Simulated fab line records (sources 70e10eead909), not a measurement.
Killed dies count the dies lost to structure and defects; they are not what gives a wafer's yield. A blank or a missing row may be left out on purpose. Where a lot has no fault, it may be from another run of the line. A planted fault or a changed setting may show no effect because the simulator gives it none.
Which tool is to blame? -- flow nand-harc -- 11 lots with 33 wafers sampled at 5 steps, on a route of 1159 steps

WHAT THE GAUGES SHOWED, per wafer
NHARC_END_SORT_01. Usual: killed-at-array 27, standard deviation 11; killed-at-other 0.6, standard deviation 1; killed-at-periphery 3.0, standard deviation 2.1; killed-dies 31, standard deviation 12; killed-open 3.2, standard deviation 1.7; killed-short 1.7, standard deviation 1.4.
lot,measured,on,killed-at-array,killed-at-other,killed-at-periphery,killed-dies,killed-open,killed-short,flag
L803,day 22 08:10,prober-01,515 18 26,1 1 0,2 2 6,518 21 32,5 2 4,0 0 3,OFF
L807,day 22 18:27,prober-02,34 521 27,0 1 0,5 7 1,39 529 28,2 5 4,1 1 0,OFF

TOOL THAT RAN EACH LOT (tool first, then ch and the chambers of the sampled wafers, then the start)
lot,NHARC_A_CONTACT_STRIP_55,NHARC_A_CONTACT_ETCH_76,NHARC_A_CONTACT_ETCH_77,NHARC_A_CONTACT_ETCH_78
L792,"rie-diel-12 ch 0,1, day 16 13:45 or earlier","rie-diel-01 ch 0,2,3, day 16 13:45 or earlier","rie-diel-01 ch 0,1,3, day 16 13:45","rie-diel-01 ch 0,3, no start"
L793,"rie-diel-01 ch 1,2,3, day 17 01:52 or earlier","rie-diel-01 ch 0,2, day 17 01:52 or earlier","rie-diel-01 ch 0,1,2, day 17 01:52","rie-diel-01 ch 1,2, no start"
L796,"rie-diel-01 ch 0,1,2, day 17 09:23 or earlier","rie-diel-12 ch 1,2,3, day 17 09:23 or earlier","rie-diel-12 ch 0,1,3, day 17 09:23","rie-diel-12 ch 0,1,3, no start"
L799,"rie-diel-02 ch 2,3, day 18 17:25 or earlier","rie-diel-01 ch 0,1,3, day 18 17:25 or earlier","rie-diel-01 ch 0,1,3, day 18 17:25","rie-diel-01 ch 1,2, no start"
L801,"rie-diel-12 ch 1,2,3, day 18 19:01 or earlier","rie-diel-01 ch 0,2,3, day 18 19:01 or earlier","rie-diel-01 ch 0,2,3, day 18 19:01","rie-diel-01 ch 0,1,2, no start"
L800,"rie-diel-12 ch 2,3, day 19 05:47 or earlier","rie-diel-12 ch 2,3, day 19 05:47 or earlier","rie-diel-12 ch 1,3, day 19 05:47","rie-diel-12 ch 1,2,3, no start"
L805,"rie-diel-02 ch 1,2,3, day 19 18:48 or earlier","rie-diel-01 ch 0,1,2, day 19 18:48 or earlier","rie-diel-01 ch 2,3, day 19 18:48","rie-diel-01 ch 2,3, no start"
L803,"rie-diel-01 ch 1,3, day 19 20:56 or earlier","rie-diel-01 ch 0,1, day 19 20:56 or earlier","rie-diel-01 ch 0,1,3, day 19 20:56","rie-diel-01 ch 0,2,3, day 22 08:10 or earlier"
L807,"rie-diel-12 ch 1,3, day 20 00:29 or earlier","rie-diel-01 ch 2,3, day 20 00:29 or earlier","rie-diel-01 ch 0,2,3, day 20 00:29","rie-diel-01 ch 0,3, day 22 18:27 or earlier"
L812,"rie-diel-02 ch 0,1,3, day 21 20:43 or earlier","rie-diel-02 ch 0,1,2, day 21 20:43 or earlier","rie-diel-02 ch 0,2,3, day 21 20:43","rie-diel-02 ch 0,1,3, no start"
L815,"rie-diel-01 ch 1,2,3, day 23 12:37 or earlier","rie-diel-12 ch 1,2,3, day 23 12:37 or earlier","rie-diel-12 ch 1,2,3, day 23 12:37","rie-diel-12 ch 0,1,2, no start"
- NHARC_A_CONTACT_STRIP_55: strips in O2.
- NHARC_A_CONTACT_ETCH_76: etches the open film in N2/H2, target depth 260 nm, time 475.3 s.
- NHARC_A_CONTACT_ETCH_77: etches the open film in CF4/CHF3, target depth 72.6 nm, time 36.3 s.
- NHARC_A_CONTACT_ETCH_78: etches the open film in O2/COS, target depth 2800 nm, time 728 s.

WHAT THE TOOLS THEMSELVES READ (means of the sampled wafers that have a number; where no wafer has one, the mark that the record gives instead)
NHARC_A_CONTACT_STRIP_55. Usual: drypump-motor-current-A 5.8 A, standard deviation 0.51; o2-flow-sccm 500.1 sccm, standard deviation 1.5; oes-product-au 1.000 a.u., standard deviation 0.011; rf-vpp-V 57.8 V, standard deviation 0.94; showerhead-plenum-p-Torr 3.51 Torr, standard deviation 0.13; throttle-valve-pct 17.036 %, standard deviation 0.0089.
lot,tool,drypump-motor-current-A (A),o2-flow-sccm (sccm),oes-product-au (a.u.),rf-vpp-V (V),showerhead-plenum-p-Torr (Torr),throttle-valve-pct (%),flag
L792,rie-diel-12,6.2,500.4,1.009,57.7,3.50,17.032,
L793,rie-diel-01,5.6,500.7,0.997,58.0,3.50,17.041,
L796,rie-diel-01,5.4,498.9,1.003,57.6,3.53,17.028,
L799,rie-diel-02,5.9,501.2,0.993,58.1,3.69,17.035,
L801,rie-diel-12,5.6,499.7,1.007,57.5,3.44,17.035,
L800,rie-diel-12,5.8,499.7,0.999,57.6,3.38,17.030,
L805,rie-diel-02,6.1,499.3,0.994,57.9,3.62,17.028,
L803,rie-diel-01,5.7,501.0,0.997,57.7,3.58,17.045,
L807,rie-diel-12,5.6,499.7,1.011,58.1,3.51,17.035,
L812,rie-diel-02,6.4,499.6,0.997,57.5,3.49,17.040,
L815,rie-diel-01,5.6,498.5,1.002,56.7,3.49,17.028,

NHARC_A_CONTACT_ETCH_76. Usual: drypump-motor-current-A 5.8 A, standard deviation 0.5; oes-product-au 1.000 a.u., standard deviation 0.011; rf-vpp-V 429.8 V, standard deviation 2.1; showerhead-plenum-p-Torr 2.01 Torr, standard deviation 0.073; throttle-valve-pct 14.172 %, standard deviation 0.0092.
lot,tool,drypump-motor-current-A (A),oes-product-au (a.u.),rf-vpp-V (V),showerhead-plenum-p-Torr (Torr),throttle-valve-pct (%),flag
L792,rie-diel-01,5.7,1.001,429.3,1.99,14.185,
L793,rie-diel-01,5.4,1.010,429.5,2.00,14.168,
L796,rie-diel-12,5.6,1.005,429.2,1.99,14.166,
L799,rie-diel-01,5.7,1.003,431.3,2.04,14.168,
L801,rie-diel-01,5.6,1.008,429.1,1.98,14.167,
L800,rie-diel-12,5.8,1.001,427.8,1.95,14.169,
L805,rie-diel-01,5.4,0.997,430.2,2.04,14.177,
L803,rie-diel-01,5.5,0.997,431.8,2.09,14.177,
L807,rie-diel-01,5.8,1.004,428.8,1.97,14.162,
L812,rie-diel-02,6.2,0.994,430.5,2.04,14.167,
L815,rie-diel-12,5.6,0.996,428.0,1.97,14.166,

NHARC_A_CONTACT_ETCH_77. Usual: drypump-motor-current-A 5.8 A, standard deviation 0.52; oes-product-au 0.940 a.u., standard deviation 0.021; rf-vpp-V 370.0 V, standard deviation 1.9; showerhead-plenum-p-Torr 1.56 Torr, standard deviation 0.052; throttle-valve-pct 16.803 %, standard deviation 0.0085.
lot,tool,drypump-motor-current-A (A),oes-product-au (a.u.),rf-vpp-V (V),showerhead-plenum-p-Torr (Torr),throttle-valve-pct (%),flag
L792,rie-diel-01,5.7,0.931,370.6,1.58,16.803,
L793,rie-diel-01,5.4,0.923,370.4,1.57,16.799,
L796,rie-diel-12,5.9,0.948,369.8,1.55,16.795,
L799,rie-diel-01,5.7,0.969,370.7,1.57,16.802,
L801,rie-diel-01,5.7,0.973,369.6,1.53,16.810,
L800,rie-diel-12,5.7,0.931,370.5,1.54,16.808,
L805,rie-diel-01,5.8,0.969,368.6,1.52,16.808,
L803,rie-diel-01,5.7,0.873,370.8,1.57,16.800,OFF
L807,rie-diel-01,5.7,0.910,369.0,1.53,16.797,
L812,rie-diel-02,6.0,0.921,372.3,1.60,16.800,
L815,rie-diel-12,5.6,0.921,368.9,1.52,16.803,

NHARC_A_CONTACT_ETCH_78. Usual: drypump-motor-current-A 5.8 A, standard deviation 0.52; o2-flow-sccm 400.1 sccm, standard deviation 1.3; oes-product-au 0.999 a.u., standard deviation 0.011; rf-vpp-V 313.8 V, standard deviation 1.6; showerhead-plenum-p-Torr 3.08 Torr, standard deviation 0.1; throttle-valve-pct 28.330 %, standard deviation 0.0086.
lot,tool,drypump-motor-current-A (A),o2-flow-sccm (sccm),oes-product-au (a.u.),rf-vpp-V (V),showerhead-plenum-p-Torr (Torr),throttle-valve-pct (%),flag
L792,rie-diel-01,5.9,401.3,1.000,313.2,3.07,28.328,
L793,rie-diel-01,5.2,398.7,1.006,314.5,3.10,28.329,
L796,rie-diel-12,5.9,401.3,1.006,313.7,3.08,28.335,
L799,rie-diel-01,5.2,400.8,1.003,314.3,3.10,28.325,
L801,rie-diel-01,5.4,400.0,1.010,315.0,3.12,28.326,
L800,rie-diel-12,5.6,400.6,1.000,313.5,3.04,28.341,
L805,rie-diel-01,5.8,400.1,1.006,313.0,3.02,28.321,
L803,rie-diel-01,5.7,400.3,0.993,312.9,3.04,28.320,
L807,rie-diel-01,6.0,399.6,0.991,313.2,3.04,28.333,
L812,rie-diel-02,6.4,398.5,0.998,313.6,3.08,28.322,
L815,rie-diel-12,5.9,400.2,1.004,312.9,3.04,28.327,

THE ANSWER, worked out from the rows above alone
Rule: lot off if the mean of its wafers having a number is beyond 3 standard deviations from the usual mean. Also off: a lot with no number at a reading for which 4 or more lots have one. Any other lot the step has rows for is counted as sound. Order of review: gauges by route order, followed by the tools' own readings, for which a lot's mean as printed above is used. The first step at which some lot is off is used, and at that step the reading that is off furthest; a lot without a number counts as furthest.
Off, at NHARC_END_SORT_01 on killed-at-array: L803, L807. Neither off nor sound, because the step has no rows for them: L792, L793, L796, L799, L801, L800, L805, L812, L815.
A tool fits if, at a process step before that reading, it ran every lot that is off, and no sound lot after the first of them. Gauges at NHARC_END_SORT_01: tried the same way as those tools. Because NHARC_A_CONTACT_STRIP_55 lacks a start for some lots, the hours and order of its lots are taken from NHARC_A_CONTACT_ETCH_77. Because NHARC_A_CONTACT_ETCH_76 lacks a start for some lots, the hours and order of its lots are taken from NHARC_A_CONTACT_ETCH_77. Because NHARC_A_CONTACT_ETCH_78 lacks a start for some lots, the hours and order of its lots are taken from NHARC_END_SORT_01. One fits: NHARC_A_CONTACT_ETCH_76 and NHARC_A_CONTACT_ETCH_77 and NHARC_A_CONTACT_ETCH_78 on rie-diel-01. It ran no sound lot before its first lot that is off in this sample, so the start can't be narrowed down.

WHAT HAD BEEN PUT IN BY THE SIMULATOR
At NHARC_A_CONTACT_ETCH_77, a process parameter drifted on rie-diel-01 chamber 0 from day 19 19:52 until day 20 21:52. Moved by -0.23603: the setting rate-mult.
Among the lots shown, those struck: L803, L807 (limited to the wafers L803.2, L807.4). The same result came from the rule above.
